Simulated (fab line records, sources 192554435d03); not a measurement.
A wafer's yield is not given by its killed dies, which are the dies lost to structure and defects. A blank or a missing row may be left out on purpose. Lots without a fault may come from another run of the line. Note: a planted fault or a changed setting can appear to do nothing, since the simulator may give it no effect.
Lot-split experiment -- flow n5-finfet -- on a route of 1938 steps: 7 lots, 21 wafers read

THE SPLIT
At N5_BEOL_M0_SAQP_EXPOSE_11 (exposes mask M0 CORE, target cd 42 nm), the setting dose-mj was moved away from the recipe's 55 on 6 of the 21 wafers read, by -5.9% to +7.0%. All remaining wafers had this setting at the recipe value.

FROM THE SPLIT TO THE READING: what the file shows between them, 2 steps
- N5_BEOL_M0_SAQP_PEB_12: peb time 60 s
- N5_BEOL_M0_SAQP_DEVELOP_13: develop time 30 s

THE READING
cd-nm at N5_BEOL_M0_SAQP_CD_MEAS_14, given in nm (cd target 42.5 nm). Typical for fault-free wafers on this fab line: 42.5 nm, with standard deviation 0.35 nm.

wafer,"tool, chamber at the split",dose-mj as run,against the recipe,"cd-nm, nm",against lot-mates on the recipe
L074.1,"arfi-scanner-02, 0",55,recipe,42.9,-
L074.2,"arfi-scanner-02, 0",55,recipe,42.6,-
L074.3,"arfi-scanner-02, 0",53.18,-3.3%,44.3,+1.5
L077.3,"arfi-scanner-02, 0",51.73,-5.9%,43.5,+1.4
L077.4,"arfi-scanner-02, 0",51.73,-5.9%,44.1,+2.0
L077.5,"arfi-scanner-02, 0",55,recipe,42.1,-
L078.2,"arfi-scanner-03, 0",58.84,+7.0%,40.2,-2.2
L078.4,"arfi-scanner-03, 0",58.84,+7.0%,40.5,-1.9
L078.5,"arfi-scanner-03, 0",55,recipe,42.4,-
L081.3,"arfi-scanner-03, 0",55,recipe,42.1,-
L081.4,"arfi-scanner-03, 0",55,recipe,42.8,-
L081.5,"arfi-scanner-03, 0",55,recipe,42.9,-
L084.1,"arfi-scanner-01, 0",55,recipe,42.0,-
L084.4,"arfi-scanner-01, 0",55,recipe,42.4,-
L084.5,"arfi-scanner-01, 0",55,recipe,42.4,-
L087.1,"arfi-scanner-01, 0",55,recipe,42.8,-
L087.3,"arfi-scanner-01, 0",55,recipe,42.3,-
L087.4,"arfi-scanner-01, 0",52.44,-4.7%,44.4,+1.9
L094.3,"arfi-scanner-02, 0",55,recipe,42.5,-
L094.4,"arfi-scanner-02, 0",55,recipe,43.2,-
L094.6,"arfi-scanner-02, 0",55,recipe,42.5,-

THE FIT
A straight line over all 21 wafers: cd-nm changes by -0.299 nm for each +1% of dose-mj; r = -0.92; the points scatter about the line by 0.41 nm.
The same after taking each lot's own level away (the mean of its wafers on the recipe; 21 wafers): -0.31 nm for each +1%; r = -0.96; scatter 0.3 nm.
According to that fit, moving dose-mj by its largest amount changes the reading by 2.2 nm.
Measured against the standard deviation above, the lots' own levels, which go from 42.10 to 42.75 nm, span 1.9 times it.
Consequently the slope shifts little with the lot-to-lot level, the two slopes agreeing.
Check: with one of the wafers moved furthest among these (+7.0%) left out of the fit, the line predicts -2.09 nm for it against its lot-mates. It came out at -2.2 nm against them.

OTHER SPLITS APPLIED TO THESE WAFERS
These wafers also went through other splits before the reading. Each is held against what the fit with the lots' levels taken away leaves over:
other split on the same wafers,wafers away from the commonest value,r with cd-nm (lot level and that fit taken away)
N5_MOL_CONTACT_COAG_COAT_64 spin-rpm,7,-0.07

THE FILE'S OWN FIT
cd-nm changes by -0.324 nm for each +1% of dose-mj, r = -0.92.
